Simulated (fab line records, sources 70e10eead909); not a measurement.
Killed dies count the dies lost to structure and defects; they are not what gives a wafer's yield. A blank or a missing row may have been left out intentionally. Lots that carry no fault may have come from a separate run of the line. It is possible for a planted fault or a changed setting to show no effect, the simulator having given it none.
The tool behind it: which one? :: flow nand-harc :: 14 lots with 42 wafers sampled at 5 steps, on a route of 1302 steps

## WHAT THE GAUGES READ, wafer by wafer
NHARC_P_M2_CD_MEAS_16.
lot: L388
measured: day 6 09:15
on: cd-sem-01
cd-nm (nm): 168.8 169.2 167.6

lot: L389
measured: day 6 23:57
on: cd-sem-02
cd-nm (nm): 171.4 170.4 170.6

lot: L392
measured: day 7 20:46
on: cd-sem-02
cd-nm (nm): 170.1 170.7 170.0

lot: L393
measured: day 8 10:30
on: cd-sem-03
cd-nm (nm): 169.4 170.6 171.0

lot: L395
measured: day 9 12:09
on: cd-sem-01
cd-nm (nm): 169.9 168.6 170.6

lot: L396
measured: day 9 21:28
on: cd-sem-02
cd-nm (nm): 170.1 170.5 169.6

lot: L401
measured: day 11 23:01
on: cd-sem-03
cd-nm (nm): 171.1 168.7 168.6

lot: L403
measured: day 12 14:28
on: cd-sem-03
cd-nm (nm): 169.2 169.7 170.0

lot: L404
measured: day 13 08:29
on: cd-sem-02
cd-nm (nm): 170.3 169.7 169.4

lot: L405
measured: day 13 12:38
on: cd-sem-01
cd-nm (nm): 169.7 169.3 170.2

lot: L406
measured: day 14 08:04
on: cd-sem-03
cd-nm (nm): 170.2 169.3 170.1

lot: L409
measured: day 14 23:06
on: cd-sem-01
cd-nm (nm): 169.4 171.4 170.0

lot: L410
measured: day 15 13:25
on: cd-sem-02
cd-nm (nm): 170.2 170.9 171.0

lot: L411
measured: day 16 01:01
on: cd-sem-03
cd-nm (nm): 171.0 170.0 169.9

NHARC_P_M2_THK_MEAS_24: measures by xrf.
lot: L388
measured: day 6 11:22
on: film-metro-01
thk-nm (nm): 143.0 143.7 142.8

lot: L389
measured: day 7 02:05
on: film-metro-01
thk-nm (nm): 143.4 143.7 143.7

lot: L392
measured: day 7 22:53
on: film-metro-01
thk-nm (nm): 145.1 145.9 147.2

lot: L393
measured: day 8 12:38
on: film-metro-02
thk-nm (nm): 142.7 143.3 145.1

lot: L395
measured: day 9 14:33
on: film-metro-01
thk-nm (nm): 143.0 143.8 143.9

lot: L396
measured: day 9 23:36
on: film-metro-01
thk-nm (nm): 145.4 144.9 143.3

lot: L401
measured: day 12 01:10
on: film-metro-02
thk-nm (nm): 145.3 145.8 143.6

lot: L403
measured: day 12 16:35
on: film-metro-01
thk-nm (nm): 396.6 401.0 392.9 394.9 402.5 391.7

lot: L404
measured: day 13 10:37
on: film-metro-01
thk-nm (nm): 407.4 397.6 406.4 406.5 397.1 404.5

lot: L405
measured: day 13 14:44
on: film-metro-02
thk-nm (nm): 398.8 403.1 392.6 398.8 402.7 392.1

lot: L406
measured: day 14 10:14
on: film-metro-02
thk-nm (nm): 143.8 146.6 143.3

lot: L409
measured: day 15 01:14
on: film-metro-02
thk-nm (nm): 143.0 142.9 144.9

lot: L410
measured: day 15 15:32
on: film-metro-02
thk-nm (nm): 140.4 145.0 141.9

lot: L411
measured: day 16 03:11
on: film-metro-02
thk-nm (nm): 142.3 143.7 144.1

## WHICH TOOL RAN EACH LOT (tool, then ch and the chambers of the sampled wafers, then the start)
lot: L388
NHARC_P_M2_ETCH_15: rie-diel-07 ch 0,1,3, day 6 09:15 or earlier
NHARC_P_M2_ANNEAL_31: rtp-anneal-01 ch 0, day 6 10:51
NHARC_P_M2_CMP_23: cmp-02 ch 0,1,2, day 6 11:05

lot: L389
NHARC_P_M2_ETCH_15: rie-diel-06 ch 1,2, day 6 23:57 or earlier
NHARC_P_M2_ANNEAL_31: rtp-anneal-01 ch 0, day 7 01:25
NHARC_P_M2_CMP_23: cmp-03 ch 0,3, day 7 01:46

lot: L392
NHARC_P_M2_ETCH_15: rie-diel-02 ch 0,2,3, day 7 20:46 or earlier
NHARC_P_M2_ANNEAL_31: rtp-anneal-02 ch 0, day 7 22:16
NHARC_P_M2_CMP_23: cmp-04 ch 0,1,3, day 7 22:34

lot: L393
NHARC_P_M2_ETCH_15: rie-diel-06 ch 1,2, day 8 10:20
NHARC_P_M2_ANNEAL_31: rtp-anneal-01 ch 0, day 8 12:01
NHARC_P_M2_CMP_23: cmp-03 ch 0,1,3, day 8 12:19

lot: L395
NHARC_P_M2_ETCH_15: rie-diel-07 ch 0,3, day 9 12:09 or earlier
NHARC_P_M2_ANNEAL_31: rtp-anneal-02 ch 0, day 9 13:54
NHARC_P_M2_CMP_23: cmp-04 ch 0,2,3, day 9 14:18

lot: L396
NHARC_P_M2_ETCH_15: rie-diel-07 ch 1,2, day 9 21:28 or earlier
NHARC_P_M2_ANNEAL_31: rtp-anneal-01 ch 0, day 9 22:55
NHARC_P_M2_CMP_23: cmp-03 ch 1,2, day 9 23:18

lot: L401
NHARC_P_M2_ETCH_15: rie-diel-02 ch 2,3, day 11 23:01 or earlier
NHARC_P_M2_ANNEAL_31: rtp-anneal-01 ch 0, day 12 00:31
NHARC_P_M2_CMP_23: cmp-03 ch 0,1,2, day 12 00:53

lot: L403
NHARC_P_M2_ETCH_15: rie-diel-07 ch 0,1,2, day 12 14:28 or earlier
NHARC_P_M2_ANNEAL_31: rtp-anneal-01 ch 0, day 12 15:58
NHARC_P_M2_CMP_23: cmp-02 ch 1,2, day 12 16:16

lot: L404
NHARC_P_M2_ETCH_15: rie-diel-02 ch 0,2,3, day 13 08:29 or earlier
NHARC_P_M2_ANNEAL_31: rtp-anneal-01 ch 0, day 13 09:57
NHARC_P_M2_CMP_23: cmp-04 ch 2,3, day 13 10:17

lot: L405
NHARC_P_M2_ETCH_15: rie-diel-06 ch 0,1,3, day 13 12:38 or earlier
NHARC_P_M2_ANNEAL_31: rtp-anneal-01 ch 0, day 13 14:08
NHARC_P_M2_CMP_23: cmp-03 ch 0,2,3, day 13 14:27

lot: L406
NHARC_P_M2_ETCH_15: rie-diel-06 ch 2,3, day 14 08:04 or earlier
NHARC_P_M2_ANNEAL_31: rtp-anneal-02 ch 0, day 14 09:42
NHARC_P_M2_CMP_23: cmp-04 ch 1,2, day 14 09:55

lot: L409
NHARC_P_M2_ETCH_15: rie-diel-06 ch 1,2,3, day 14 23:06 or earlier
NHARC_P_M2_ANNEAL_31: rtp-anneal-02 ch 0, day 15 00:35
NHARC_P_M2_CMP_23: cmp-02 ch 0,1,3, day 15 00:56

lot: L410
NHARC_P_M2_ETCH_15: rie-diel-02 ch 1,2,3, day 15 13:25 or earlier
NHARC_P_M2_ANNEAL_31: rtp-anneal-01 ch 0, day 15 14:53
NHARC_P_M2_CMP_23: cmp-02 ch 0,1,2, day 15 15:17

lot: L411
NHARC_P_M2_ETCH_15: rie-diel-06 ch 0,1, day 16 01:01 or earlier
NHARC_P_M2_ANNEAL_31: rtp-anneal-01 ch 0, day 16 02:34
NHARC_P_M2_CMP_23: cmp-03 ch 1,2,3, day 16 02:54
- NHARC_P_M2_ETCH_15: etches the open film in C4F8/Ar, target depth 182.5 nm, time 91.2 s.
- NHARC_P_M2_ANNEAL_31: time 90 s.
- NHARC_P_M2_CMP_23: polishes, t overpolish 20 s, target thk 144.3 nm.

## AS READ BY THE TOOLS THEMSELVES (means over the sampled wafers that have a number; for cases with no such wafer, the mark the record gives instead)
NHARC_P_M2_ETCH_15.
lot: L388
tool: rie-diel-07
bias-w (W): 299.9
oes-product-au (a.u.): 0.963
rf-vpp-V (V): 442.0

lot: L389
tool: rie-diel-06
bias-w (W): 299.3
oes-product-au (a.u.): 0.949
rf-vpp-V (V): 440.9

lot: L392
tool: rie-diel-02
bias-w (W): 300.8
oes-product-au (a.u.): 0.935
rf-vpp-V (V): 440.3

lot: L393
tool: rie-diel-06
bias-w (W): 300.1
oes-product-au (a.u.): 0.937
rf-vpp-V (V): 442.0

lot: L395
tool: rie-diel-07
bias-w (W): 300.2
oes-product-au (a.u.): 0.926
rf-vpp-V (V): 440.3

lot: L396
tool: rie-diel-07
bias-w (W): 299.0
oes-product-au (a.u.): 0.912
rf-vpp-V (V): 444.0

lot: L401
tool: rie-diel-02
bias-w (W): 301.6
oes-product-au (a.u.): 0.930
rf-vpp-V (V): 440.2

lot: L403
tool: rie-diel-07
bias-w (W): 300.3
oes-product-au (a.u.): 0.912
rf-vpp-V (V): 443.1

lot: L404
tool: rie-diel-02
bias-w (W): 299.1
oes-product-au (a.u.): 0.943
rf-vpp-V (V): 440.6

lot: L405
tool: rie-diel-06
bias-w (W): 299.8
oes-product-au (a.u.): 0.961
rf-vpp-V (V): 443.1

lot: L406
tool: rie-diel-06
bias-w (W): 298.0
oes-product-au (a.u.): 0.954
rf-vpp-V (V): 442.4

lot: L409
tool: rie-diel-06
bias-w (W): 300.6
oes-product-au (a.u.): 0.950
rf-vpp-V (V): 442.6

lot: L410
tool: rie-diel-02
bias-w (W): 299.7
oes-product-au (a.u.): 0.927
rf-vpp-V (V): 440.4

lot: L411
tool: rie-diel-06
bias-w (W): 299.3
oes-product-au (a.u.): 0.958
rf-vpp-V (V): 442.6

NHARC_P_M2_ANNEAL_31.
lot: L388
tool: rtp-anneal-01
anneal-temp-c-max: 225.98
wafer_temp_C_max: 225.90

lot: L389
tool: rtp-anneal-01
anneal-temp-c-max: 226.09
wafer_temp_C_max: 226.38

lot: L392
tool: rtp-anneal-02
anneal-temp-c-max: 225.80
wafer_temp_C_max: 226.46

lot: L393
tool: rtp-anneal-01
anneal-temp-c-max: 225.88
wafer_temp_C_max: 226.42

lot: L395
tool: rtp-anneal-02
anneal-temp-c-max: 225.96
wafer_temp_C_max: 226.14

lot: L396
tool: rtp-anneal-01
anneal-temp-c-max: 226.03
wafer_temp_C_max: 225.99

lot: L401
tool: rtp-anneal-01
anneal-temp-c-max: 226.33
wafer_temp_C_max: 226.09

lot: L403
tool: rtp-anneal-01
anneal-temp-c-max: 225.86
wafer_temp_C_max: 226.08

lot: L404
tool: rtp-anneal-01
anneal-temp-c-max: 225.99
wafer_temp_C_max: 226.62

lot: L405
tool: rtp-anneal-01
anneal-temp-c-max: 226.14
wafer_temp_C_max: 225.96

lot: L406
tool: rtp-anneal-02
anneal-temp-c-max: 225.84
wafer_temp_C_max: 226.80

lot: L409
tool: rtp-anneal-02
anneal-temp-c-max: 225.78
wafer_temp_C_max: 226.31

lot: L410
tool: rtp-anneal-01
anneal-temp-c-max: 225.86
wafer_temp_C_max: 226.30

lot: L411
tool: rtp-anneal-01
anneal-temp-c-max: 225.84
wafer_temp_C_max: 225.93

NHARC_P_M2_CMP_23.
lot: L388
tool: cmp-02
edge-zone-pressure-frac: 0.997
motor-current-A (A): 11.3
time-to-endpoint-s (s): 25.0

lot: L389
tool: cmp-03
edge-zone-pressure-frac: 1.000
motor-current-A (A): 10.7
time-to-endpoint-s (s): 28.8

lot: L392
tool: cmp-04
edge-zone-pressure-frac: 1.000
motor-current-A (A): 12.3
time-to-endpoint-s (s): 29.1

lot: L393
tool: cmp-03
edge-zone-pressure-frac: 1.004
motor-current-A (A): 11.3
time-to-endpoint-s (s): 26.0

lot: L395
tool: cmp-04
edge-zone-pressure-frac: 0.995
motor-current-A (A): 11.7
time-to-endpoint-s (s): 31.4

lot: L396
tool: cmp-03
edge-zone-pressure-frac: 0.995
motor-current-A (A): 13.4
time-to-endpoint-s (s): 27.8

lot: L401
tool: cmp-03
edge-zone-pressure-frac: 0.996
motor-current-A (A): 11.7
time-to-endpoint-s (s): 28.7

lot: L403
tool: cmp-02
edge-zone-pressure-frac: -
motor-current-A (A): -
time-to-endpoint-s (s): -

lot: L404
tool: cmp-04
edge-zone-pressure-frac: -
motor-current-A (A): -
time-to-endpoint-s (s): -

lot: L405
tool: cmp-03
edge-zone-pressure-frac: -
motor-current-A (A): -
time-to-endpoint-s (s): -

lot: L406
tool: cmp-04
edge-zone-pressure-frac: 0.999
motor-current-A (A): 11.2
time-to-endpoint-s (s): 31.2

lot: L409
tool: cmp-02
edge-zone-pressure-frac: 1.002
motor-current-A (A): 12.5
time-to-endpoint-s (s): 24.2

lot: L410
tool: cmp-02
edge-zone-pressure-frac: 1.005
motor-current-A (A): 11.5
time-to-endpoint-s (s): 27.0

lot: L411
tool: cmp-03
edge-zone-pressure-frac: 0.999
motor-current-A (A): 12.4
time-to-endpoint-s (s): 26.0

## THE ANSWER, worked out from the rows above alone
Rule: what is usual is taken from the lots themselves. The widest of any qualifying gaps counts: lots, ordered by their means at a reading, are off when they make up no more than a third of the lots, leave a main group of 4 or more, and stand apart from it by 3 or more times the standard deviation of that group's means. If all means in a main group match to the digits the tables above print for the reading, that group is not used. A lot without any number at a reading at which 4 lots or more have one is off too. Any other lot the step has rows for is counted as sound. After the gauges, taken in route order, come the tools' own readings; for these a lot's mean is taken, as printed above. The first step at which some lot is off is used, and at that step the reading that is off furthest; a lot without a number counts as furthest.
Off: L403, L404, L405, at NHARC_P_M2_THK_MEAS_24 (thk-nm). For the main group the mean is 144.0 nm and the standard deviation 0.94.
A tool fits if, at a process step before that reading, it ran every lot that is off, and no sound lot after the first of them. The gauges at NHARC_P_M2_THK_MEAS_24 aren't tried: what is off there is off at NHARC_P_M2_CMP_23 too, on other tools, and a gauge's error can't cause that. NHARC_P_M2_ETCH_15: start missing for some lots; hours and lot order therefore follow NHARC_P_M2_CD_MEAS_16. Of those tried, none fits.

## WHAT THE SIMULATOR HAD PUT IN
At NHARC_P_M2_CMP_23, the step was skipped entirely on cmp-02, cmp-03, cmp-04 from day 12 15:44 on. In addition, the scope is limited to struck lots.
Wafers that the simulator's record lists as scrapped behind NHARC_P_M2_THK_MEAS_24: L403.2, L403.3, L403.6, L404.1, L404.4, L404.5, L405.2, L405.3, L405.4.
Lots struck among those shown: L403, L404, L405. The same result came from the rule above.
